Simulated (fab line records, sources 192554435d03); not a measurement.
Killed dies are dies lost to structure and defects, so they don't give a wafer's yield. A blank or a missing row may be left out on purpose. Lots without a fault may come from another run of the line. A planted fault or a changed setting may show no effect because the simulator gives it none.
fab line records | flow n5_finfet
record lots=9 wafers=26 last_day=18
route steps=1938 shown HKMG_FIN@387 BEOL_M4@1111
lots that met no fault: from a run of the same line without faults
start_h: hours from the record's first day to the start of the lot's first wafer shown | wait_h: hours since the lot's step before | " the same as in the row above | L1.1+2: a row that stands for several wafers | - no value, or no start given | * or withheld: withheld | < > ~ a bound
route shown NAME@n: a module of which the file shows steps, and the number in the route of the first | usual: mean/standard deviation of fault-free wafers | same: alike in all rows | chamber/n: place in a boat | sites: the reading at each site | _std_site: their standard deviation | _edge_site: outer sites' mean less inner sites' | radius_mm: how far each site lies from the wafer's centre | mask NAME#n: copy n | behind: the tool/chamber that last shaped the wafer | hold: why the lot was held/for how many hours/how that ended | device: the transistor (n, p or np) that didn't switch | end of line: the same wafers' tests at the end of the route | a step without rows: its recipe alone | killed: dies lost to structure and defects at the first sort, not the wafer's yield | map: a wafer's dies, x killed, . not, _ none there
set.NAME: the setting as run; set.NAME@STEP: as run at that earlier step | model.NAME: the simulator's own value behind a step, which no gauge read
steps of the route over a sample of lots; a table a step, a row a wafer
services: from which hour (start_h, from the record's first day; less than 0 if before it) a tool's chamber was out of use, for how many hours, and why
## steps
# step N5_HKMG_FIN_HK_ANNEAL_02
# recipe temp_c=700 time_s=30 ambient=N2 idle_temp_c=600 ramp_up_c_per_s=150 ramp_down_c_per_s=60 cool_to_c=600
# usual lamp_power_pct=8.80/0.05 lamp_zone_1_pct=8.798/0.0088 wafer_temp_C_max=702.9/0.76
# columns lot.wafer tool chamber start_h wait_h lamp_power_pct lamp_zone_1_pct wafer_temp_C_max
L936.1 rtp_anneal-02 0 87.27 0.1 8.84 8.794 704.9
L936.2 " 0 " " 8.79 8.820 702.8
L936.3 " 0 " " 8.81 8.804 702.7
L941.1 rtp_anneal-01 0 122.49 0.1 8.73 8.797 702.6
L941.3 " 0 " " 8.84 8.795 701.7
L941.6 " 0 " " 8.85 8.795 703.3
L944.1 rtp_anneal-02 0 137.52 0.4 8.83 8.796 703.9
L944.2 " 0 " " 8.86 8.796 703.2
L944.5 " 0 " " 8.76 8.794 702.9
L946.2 rtp_anneal-01 0 149.14 0.1 8.75 8.804 702.1
L946.3 " 0 " " 8.67 8.787 703.9
L951.1 rtp_anneal-01 0 180.22 0.1 8.84 8.802 704.5
L951.4 " 0 " " 8.79 8.816 703.5
L951.6 " 0 " " 8.81 8.812 702.4
L953.1 rtp_anneal-02 0 192.23 0.2 8.81 8.788 702.9
L953.2 " 0 " " 8.81 8.784 701.9
L953.5 " 0 " " 8.84 8.805 703.7
L954.2 rtp_anneal-01 0 197.94 0.1 8.80 8.793 703.0
L954.3 " 0 " " 8.73 8.794 701.9
L954.5 " 0 " " 8.82 8.794 703.0
L955.2 rtp_anneal-02 0 204.57 0.3 8.76 8.804 703.6
L955.4 " 0 " " 8.80 8.817 702.1
L955.6 " 0 " " 8.83 8.792 702.5
L956.2 rtp_anneal-01 0 212.24 0.1 8.87 8.798 702.0
L956.3 " 0 " " 8.76 8.799 703.6
L956.6 " 0 " " 8.89 8.791 701.2
# step N5_HKMG_FIN_ETCH_54
# recipe chemistry=CF4 target=SiARC target_depth_a=455 mask_material=CAR-ArF time_s=75.8 ion_energy_ev=80 pressure_mtorr=40 source_w=545 bias_w=36 Ar_flow_sccm=100 cf4_flow_sccm=100 ends=cleared
# usual drypump_motor_current_A=5.7/0.58 etch_rf_on_time_s=75.1/1.8 oes_product_au=0.70/0.076 rf_fwd_power_W=538.8/2.9 rf_vpp_V=183.5/1 showerhead_plenum_p_Torr=2.10/0.048 throttle_valve_pct=15.65/0.21
# columns lot.wafer tool chamber start_h wait_h drypump_motor_current_A etch_rf_on_time_s oes_product_au rf_fwd_power_W rf_hours_counter_h rf_vpp_V showerhead_plenum_p_Torr throttle_valve_pct
L936.1 rie_diel-03 3 88.15 0.0 6.5 78.2 0.58 537.8 250 183.2 2.03 15.78
L936.2 " 1 " " 6.6 75.8 0.61 541.2 193 183.3 2.05 15.85
L936.3 " 0 " " 5.0 74.8 0.83 535.3 4 185.7 2.20 15.62
L941.1 rie_diel-04 3 123.25 0.0 5.6 73.5 0.76 540.9 44 184.1 2.11 15.73
L941.3 " 0 " " 5.5 76.2 0.65 536.2 124 183.2 2.07 15.59
L941.6 " 3 " " 5.6 73.1 0.76 541.1 - 182.8 2.11 15.74
L944.1 rie_diel-06 0 138.27 0.0 5.2 78.3 0.73 541.9 45 183.0 2.11 15.57
L944.2 " 2 " " 5.3 76.8 0.62 537.2 206 183.5 2.04 15.85
L944.5 " 0 " " 5.2 77.0 0.73 540.7 - 182.6 2.11 15.58
L946.2 rie_diel-03 0 149.99 0.0 5.0 75.4 0.77 537.3 28 185.0 2.19 15.68
L946.3 " 3 " " 6.5 72.7 0.81 537.3 10 186.1 2.28 15.27
L951.1 rie_diel-03 1 180.98 0.0 6.6 75.5 0.58 539.3 229 181.0 2.03 15.91
L951.4 " 2 " " 4.8 74.2 0.77 541.2 32 184.2 2.09 15.16
L951.6 " 0 " " 5.0 75.0 0.75 536.0 - 184.6 2.18 15.69
L953.1 rie_diel-03 1 193.20 0.0 6.6 75.2 0.58 540.5 233 183.3 2.03 15.92
L953.2 " 0 " " 5.0 75.6 0.74 537.6 44 183.7 2.18 15.70
L953.5 " 1 " " 6.6 76.0 0.58 539.0 - 182.3 2.03 15.93
L954.2 rie_diel-06 3 198.74 0.0 6.7 77.5 0.79 543.7 18 183.9 2.10 15.51
L954.3 " 2 " " 5.4 77.6 0.60 534.8 231 182.2 2.03 15.90
L954.5 " 3 " " 6.7 76.1 0.80 539.5 - 184.2 2.10 15.51
L955.2 rie_diel-06 0 205.42 0.0 5.2 77.6 0.70 541.3 71 183.2 2.10 15.62
L955.4 " 3 " " 6.7 77.8 0.79 537.0 20 183.6 2.10 15.53
L955.6 " 2 " " 5.4 78.3 0.60 533.9 - 183.9 2.03 15.88
L956.2 rie_diel-04 3 212.96 0.0 5.6 75.4 0.71 543.1 76 182.9 2.10 15.79
L956.3 " 2 " " 5.8 75.3 0.59 538.1 240 182.8 2.12 15.93
L956.6 " 3 " " 5.6 74.0 0.72 543.1 - 183.2 2.10 15.80
# step N5_HKMG_FIN_ETCH_55
# recipe chemistry=N2/H2 target=SOC target_depth_a=2400 temp_c=40 time_s=300 ion_energy_ev=200 mask_material=SiARC pressure_mtorr=30 source_w=840 bias_w=150 n2_flow_sccm=200 h2_flow_sccm=200
# usual drypump_motor_current_A=5.7/0.57 oes_product_au=0.82/0.09 rf_fwd_power_W=837.7/2.9 rf_vpp_V=522.3/1.8 run_length_s=323.2/0.39 showerhead_plenum_p_Torr=2.49/0.056 throttle_valve_pct=17.90/0.22
# columns lot.wafer tool chamber start_h wait_h drypump_motor_current_A oes_product_au rf_fwd_power_W rf_hours_counter_h rf_vpp_V run_length_s showerhead_plenum_p_Torr throttle_valve_pct
L936.1 rie_diel-03 3 88.21 0.0 6.5 0.68 835.8 250 519.8 323.6 2.38 17.91
L936.2 " 1 " " 6.6 0.71 838.6 193 520.8 323.5 2.44 18.24
L936.3 " 0 " " 5.0 0.98 840.1 4 525.9 322.7 2.60 17.84
L941.1 rie_diel-04 3 123.31 0.0 5.6 0.89 839.5 44 522.7 322.8 2.47 17.87
L941.3 " 0 " " 5.5 0.76 832.9 124 520.1 323.8 2.45 17.86
L941.6 " 3 " " 5.6 0.89 842.4 - 521.8 323.0 2.47 17.90
L944.1 rie_diel-06 0 138.33 0.0 5.1 0.85 836.2 45 522.3 323.4 2.49 17.86
L944.2 " 2 " " 5.4 0.73 838.3 207 520.4 322.9 2.43 18.19
L944.5 " 0 " " 5.1 0.85 836.5 - 520.8 323.1 2.49 17.88
L946.2 rie_diel-03 0 150.05 0.0 5.0 0.90 836.0 28 526.2 322.8 2.59 17.90
L946.3 " 3 " " 6.5 0.96 838.5 10 528.1 323.8 2.70 17.42
L951.1 rie_diel-03 1 181.03 0.0 6.6 0.69 842.9 229 519.9 323.9 2.42 18.30
L951.4 " 2 " " 4.8 0.91 837.8 32 522.2 323.4 2.51 17.59
L951.6 " 0 " " 5.0 0.88 838.2 - 524.4 452.5 2.59 17.90
L953.1 rie_diel-03 1 193.25 0.0 6.6 0.68 833.0 233 519.7 323.8 2.42 18.31
L953.2 " 0 " " 5.0 0.87 836.5 44 524.4 452.7 2.59 17.90
L953.5 " 1 " " 6.6 0.69 836.2 - 519.7 323.5 2.42 18.32
L954.2 rie_diel-06 3 198.79 0.0 6.7 0.92 833.2 18 521.7 323.3 2.49 17.74
L954.3 " 2 " " 5.3 0.70 834.2 231 518.7 323.4 2.42 18.23
L954.5 " 3 " " 6.7 0.92 834.1 - 521.3 323.4 2.49 17.74
L955.2 rie_diel-06 0 205.48 0.0 5.2 0.82 837.4 71 522.4 323.6 2.47 17.91
L955.4 " 3 " " 6.7 0.92 837.1 21 522.3 323.2 2.49 17.75
L955.6 " 2 " " 5.4 0.69 836.9 - 519.3 322.8 2.42 18.21
L956.2 rie_diel-04 3 213.02 0.0 5.6 0.84 841.3 77 521.2 322.7 2.45 17.94
L956.3 " 2 " " 5.9 0.68 840.1 240 522.9 322.6 2.51 18.13
L956.6 " 3 " " 5.7 0.85 838.6 - 521.7 322.4 2.45 17.95
# step N5_HKMG_FIN_ALD_79
# recipe material=TiN target_thk_a=15 temp_c=400 ald_precursor_family=TiCl4 ald_co_reactant=NH3 pulse_time_s=1 purge_time_s=3 co_reactant_purge_time_s=2 co_reactant_pulse_time_s=2 ald_cycles=68 pressure_torr=3
# usual chamber_pressure_Torr=3.000/0.0057 heater_power_w=871/100 precursor_pulse_height_rel=0.998/0.022
# same co_reactant_pulse_time_s=2 co_reactant_purge_time_s=2
# columns lot.wafer tool chamber start_h wait_h chamber_pressure_Torr heater_power_w precursor_pulse_height_rel
L936.1 ald_metal-03 1 89.48 0.0 3.004 895 1.050
L936.2 " 0 " " 2.997 860 1.029
L936.3 " 2 " " 3.002 842 0.987
L941.1 ald_metal-03 2 124.58 0.0 3.001 815 1.010
L941.3 " 0 " " 2.999 861 1.005
L941.6 " 0 " " 2.992 837 0.987
L944.1 ald_metal-02 2 139.61 0.0 2.991 797 1.008
L944.2 " 3 " " 3.000 912 1.003
L944.5 " 0 " " 3.003 992 1.038
L946.2 ald_metal-02 2 151.52 0.0 2.995 789 0.964
L946.3 " 3 " " 3.003 867 1.014
L951.1 ald_metal-01 3 182.41 0.0 2.996 913 1.005
L951.4 " 2 " " 3.001 1065 1.005
L951.6 " 3 " " 3.002 928 0.960
L953.1 ald_metal-02 3 194.53 0.0 3.004 895 0.983
L953.2 " 1 " " 2.993 794 0.971
L953.5 " 2 " " 2.999 774 1.002
L954.2 ald_metal-01 2 200.18 0.1 3.001 1065 1.013
L954.3 " 0 " " 3.003 742 0.961
L954.5 " 0 " " 3.001 757 0.965
L955.2 ald_metal-01 1 206.75 0.0 3.005 1000 1.000
L955.4 " 3 " " 3.004 909 0.997
L955.6 " 2 " " 3.004 1058 1.026
L956.2 ald_metal-03 2 214.30 0.0 3.006 834 0.992
L956.3 " 0 " " 2.999 846 0.965
L956.6 " 2 " " 2.998 815 0.993
# step N5_BEOL_M4_RC_MEAS_101
# usual DIBL_N=36.0/1.6 DIBL_P=36.1/2 IOFF_N=0.160/0.029 IOFF_P=0.21/0.039 ION_N=675/13 ION_P=464/8.8 SS_N=71.5/0.58 SS_P=73.3/0.65 VT_N=250/3.3 VT_P=-249/3.6
# columns lot.wafer tool chamber start_h wait_h DIBL_N[mV/V] DIBL_P[mV/V] IOFF_N[nA/um] IOFF_P[nA/um] ION_N[uA/um] ION_P[uA/um] SS_N[mV/dec] SS_P[mV/dec] VT_N[mV] VT_P[mV]
L936.1 prober-02 0 186.81 0.0 34.2 34.1 0.121 0.15 653 451 71.7 72.7 254 -259
L936.2 " 0 " " 36.3 36.7 0.150 0.18 673 456 72.6 74.0 252 -255
L936.3 " 0 " " 33.9 33.6 0.110 0.14 649 448 71.4 72.3 255 -259
L941.1 prober-01 0 219.96 0.0 37.1 36.8 0.180 0.20 669 454 71.5 73.3 251 -251
L941.3 " 0 " " 34.3 35.2 0.130 0.18 658 452 71.1 72.9 256 -250
L941.6 " 0 " " 34.3 34.8 0.132 0.18 672 462 71.1 73.6 251 -252
L944.1 prober-01 0 236.24 0.0 38.9 40.7 0.232 0.32 697 482 72.8 74.6 244 -243
L944.2 " 0 " " 38.3 39.9 0.210 0.31 696 487 71.8 74.6 245 -243
L944.5 " 0 " " 37.0 38.5 0.171 0.26 671 474 72.0 73.7 252 -245
L946.2 prober-01 0 238.45 0.2 35.6 34.9 0.155 0.22 652 457 71.7 72.7 250 -248
L946.3 " 0 " " 36.5 37.6 0.178 0.27 689 474 71.2 74.2 247 -246
L951.1 prober-02 0 286.33 0.0 37.0 37.9 0.177 0.24 694 478 72.3 73.2 245 -245
L951.4 " 0 " " 38.7 39.9 0.218 0.30 711 482 72.2 74.3 244 -244
L951.6 " 0 " " 38.2 40.1 0.195 0.29 689 480 72.1 73.8 244 -244
L954.2 prober-02 0 294.61 0.2 31.8 33.0 0.115 0.18 667 461 70.8 72.4 256 -250
L954.3 " 0 " " 32.8 34.9 0.123 0.21 663 468 71.1 73.2 254 -246
L954.5 " 0 " " 35.6 37.3 0.171 0.24 681 471 71.3 73.8 249 -247
L953.1 prober-02 0 301.11 0.0 35.4 35.1 0.146 0.20 695 478 71.2 72.2 249 -251
L953.2 " 0 " " 36.8 36.5 0.159 0.22 675 466 71.7 73.2 251 -248
L953.5 " 0 " " 38.6 39.2 0.210 0.27 706 479 72.0 74.0 247 -247
L956.2 prober-01 0 302.01 0.2 37.1 39.3 0.192 0.30 682 472 70.9 74.7 245 -242
L956.3 " 0 " " 37.2 38.6 0.181 0.27 677 469 72.6 73.8 247 -246
L956.6 " 0 " " 38.8 40.2 0.234 0.31 687 468 72.1 74.1 244 -242
L955.2 prober-02 0 303.43 0.2 34.6 33.6 0.128 0.19 664 462 70.7 72.0 253 -247
L955.4 " 0 " " 35.0 35.3 0.139 0.21 657 458 71.5 72.9 253 -251
L955.6 " 0 " " 37.1 37.7 0.180 0.25 682 465 71.9 74.1 247 -247
## services
# columns tool chamber start_h hours kind
rie_diel-03 2 78.36 - clean
rie_diel-03 2 78.36 - consumable_replace:focus_ring
rie_diel-03 2 78.36 23.1 scheduled_down
rie_diel-03 2 78.36 23.1 vent_cycle
rie_diel-06 3 81.71 6.0 repair
rie_diel-03 - 97.60 2.8 pm
rie_diel-03 3 101.64 - clean
rie_diel-03 3 101.64 - consumable_replace:focus_ring
rie_diel-03 3 101.64 - consumable_replace:showerhead
ald_metal-03 - 103.90 0.6 repair
rie_diel-04 1 120.81 9.9 repair
ald_metal-02 3 120.85 3.3 repair
rie_diel-06 3 135.20 - clean
rie_diel-06 3 135.20 - consumable_replace:focus_ring
rie_diel-06 3 135.20 16.4 scheduled_down
rie_diel-06 3 135.20 16.4 vent_cycle
rie_diel-04 0 148.13 8.1 repair
ald_metal-02 - 160.91 2.8 pm
ald_metal-01 1 166.47 37.5 repair
ald_metal-01 - 174.89 1.0 repair
ald_metal-03 - 194.52 6.0 pm
ald_metal-01 - 202.97 0.9 repair
## key
first_sign step=N5_HKMG_FIN_ETCH_55 reading=run_length_s direction=up sigmas=99+ usual=* struck=*
effect none on later readings
met_at N5_HKMG_FIN_ETCH_55
struck_lots L951,L953
struck_wafers L951.6,L953.2
not_acting_at N5_HKMG_FIN_HK_ANNEAL_02,N5_HKMG_FIN_ETCH_54,N5_HKMG_FIN_ALD_79
onset_between 150.05 181.03
fault kind=process_parameter_drift tool=rie_diel-03 chamber=0 onset_h=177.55 steps=N5_HKMG_FIN_ETCH_55 channel=time_s offset=* shape=step end_h=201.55 acts_in=* stated=*
